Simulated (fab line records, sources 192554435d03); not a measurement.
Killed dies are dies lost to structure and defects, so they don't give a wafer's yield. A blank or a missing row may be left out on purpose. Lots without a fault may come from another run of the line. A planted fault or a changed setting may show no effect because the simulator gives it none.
Which tool did it? | flow n5_finfet | 8 lots, 24 wafers sampled, at 5 steps of a route of 1938

WHAT THE GAUGES READ, wafer by wafer
N5_SD_EPI_N_EPI_MEAS_23.
lot  | measured    | on            | thk_nm (nm)
L870 | day 3 20:22 | film_metro-02 | 58.2 58.0 59.3
L871 | day 3 20:34 | film_metro-02 | 56.8 57.1 60.5
L872 | day 4 07:49 | film_metro-01 | 56.5 58.8 59.3
L875 | day 4 16:24 | film_metro-01 | 61.1 57.8 58.7
L874 | day 4 17:30 | film_metro-02 | 57.4 58.5 57.0
L877 | day 5 08:14 | film_metro-01 | 57.6 58.9 59.7
L886 | day 7 10:44 | film_metro-01 | 49.0 49.3 50.9
L889 | day 8 06:29 | film_metro-01 | 51.5 52.7 49.4

WHICH TOOL RAN EACH LOT (tool, then ch and the chambers of the sampled wafers, then the start)
lot  | N5_SD_EPI_N_DESCUM_14             | N5_SD_EPI_N_ETCH_34               | N5_SD_EPI_N_STRIP_38                | N5_SD_EPI_N_EPI_21
L870 | rie_diel-01 ch 0,2, day 3 16:59   | rie_diel-01 ch 0,2, day 3 17:01   | plasma_asher-02 ch 0,1, day 3 17:46 | epi_rpcvd-01 ch 0, day 3 18:40
L871 | rie_diel-05 ch 0,1,3, day 3 17:10 | rie_diel-05 ch 0,1,3, day 3 17:13 | plasma_asher-02 ch 0,1, day 3 17:58 | epi_rpcvd-02 ch 0, day 3 19:25
L872 | rie_diel-05 ch 0,1,2, day 4 04:25 | rie_diel-05 ch 0,1,2, day 4 04:27 | plasma_asher-02 ch 0,1, day 4 05:13 | epi_rpcvd-03 ch 0, day 4 06:56
L875 | rie_diel-01 ch 0,1, day 4 13:00   | rie_diel-01 ch 0,1, day 4 13:02   | plasma_asher-01 ch 1, day 4 13:47   | epi_rpcvd-01 ch 0, day 4 14:58
L874 | rie_diel-05 ch 2,3, day 4 14:07   | rie_diel-05 ch 2,3, day 4 14:09   | plasma_asher-02 ch 0,1, day 4 14:53 | epi_rpcvd-02 ch 0, day 4 15:47
L877 | rie_diel-05 ch 0,3, day 5 04:27   | rie_diel-05 ch 0,3, day 5 04:30   | plasma_asher-02 ch 0,1, day 5 05:38 | epi_rpcvd-03 ch 0, day 5 06:32
L886 | rie_diel-01 ch 1,2, day 7 07:20   | rie_diel-01 ch 1,2, day 7 07:22   | plasma_asher-02 ch 0,1, day 7 08:07 | epi_rpcvd-01 ch 0, day 7 09:17
L889 | rie_diel-01 ch 0,1,3, day 8 02:22 | rie_diel-01 ch 0,1,3, day 8 02:24 | plasma_asher-02 ch 0,1, day 8 03:09 | epi_rpcvd-01 ch 0, day 8 04:13
- N5_SD_EPI_N_DESCUM_14: chemistry O2, time 7.9 s.
- N5_SD_EPI_N_ETCH_34: etches SiARC in CF4, target depth 45.5 nm, time 75.8 s.
- N5_SD_EPI_N_STRIP_38: strips in N2/H2.
- N5_SD_EPI_N_EPI_21: deposits Si:P, time 690 s.

THE ANSWER, worked out from the rows above alone
Rule: what is usual is taken from the lots themselves. Put in order of their means at a reading, lots are off if they are a third of the lots or fewer, leave a main group of 4 or more, and stand apart from it by a gap of 3 or more times the standard deviation of the main group's means; of several such gaps the widest counts. A main group whose means are all the same, to the digits that the tables above print for the reading, isn't used. A lot without any number at a reading at which 4 lots or more have one is off too. The other lots that the step has rows for count as sound.
Off: L886, L889, at N5_SD_EPI_N_EPI_MEAS_23 (thk_nm). The main group: mean 58.4 nm, standard deviation 0.49.
A tool fits if, at a process step before that reading, it ran every lot that is off, and no sound lot after the first of them. The gauges at N5_SD_EPI_N_EPI_MEAS_23 are tried like those tools. Can't be told from this: 4 tools fit, rie_diel-01 at N5_SD_EPI_N_DESCUM_14 and N5_SD_EPI_N_ETCH_34, plasma_asher-02 at N5_SD_EPI_N_STRIP_38, epi_rpcvd-01 at N5_SD_EPI_N_EPI_21, film_metro-01 at N5_SD_EPI_N_EPI_MEAS_23.

WHAT THE SIMULATOR HAD PUT IN
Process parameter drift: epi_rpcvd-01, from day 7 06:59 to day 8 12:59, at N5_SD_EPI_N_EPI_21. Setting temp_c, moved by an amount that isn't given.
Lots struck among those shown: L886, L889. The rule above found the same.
